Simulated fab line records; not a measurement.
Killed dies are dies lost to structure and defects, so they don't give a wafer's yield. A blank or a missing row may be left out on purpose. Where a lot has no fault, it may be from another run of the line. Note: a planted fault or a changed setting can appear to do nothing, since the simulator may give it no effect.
Chamber matching | flow nand-harc | NHARC_P_GATE_DESCUM_31 on rie-diel-07 has 4 sister chambers
The step chemistry O2, time 3 s. 4 wafers are shown with their chamber, then 7 later ones without.

== WAFERS, EACH WITH ITS CHAMBER ==
wafer  | chamber | drypump-motor-current-A (A)
L550.2 | 3       | 5.2
L551.5 | 2       | 6.1
L559.3 | 1       | 6.5
L559.4 | 0       | 4.9

== WAFERS WITHOUT THEIR CHAMBER ==
wafer  | drypump-motor-current-A (A)
L559.5 | 6.5
L561.1 | 6.1
L561.2 | 6.6
L561.5 | 4.9
L563.4 | 6.1
L563.5 | 5.2
L563.6 | 4.9

== WHICH CHAMBER EACH WENT THROUGH ==
wafer  | from the rows above | in truth
L559.5 | 1                   | 1
L561.1 | 2                   | 2
L561.2 | 1                   | 1
L561.5 | 0                   | 0
L563.4 | 2                   | 2
L563.5 | 3                   | 3
L563.6 | 0                   | 0
7 of 7 placed correctly. From these rows, 0 cannot be placed. Number placed wrongly: 0.
How it was worked out, from the rows above alone: a wafer's distance from a chamber is the root of the sum, over the readings, of the square of ((its reading less the chamber's mean) divided by the reading's scatter). The wafer belongs to the nearest chamber; if the next one is less than 2 further off, it can't be placed. Each chamber's mean is taken over the wafers shown for it. The scatter: root of mean squared gap, hidden wafer to nearest shown wafer, with one shown wafer a chamber.
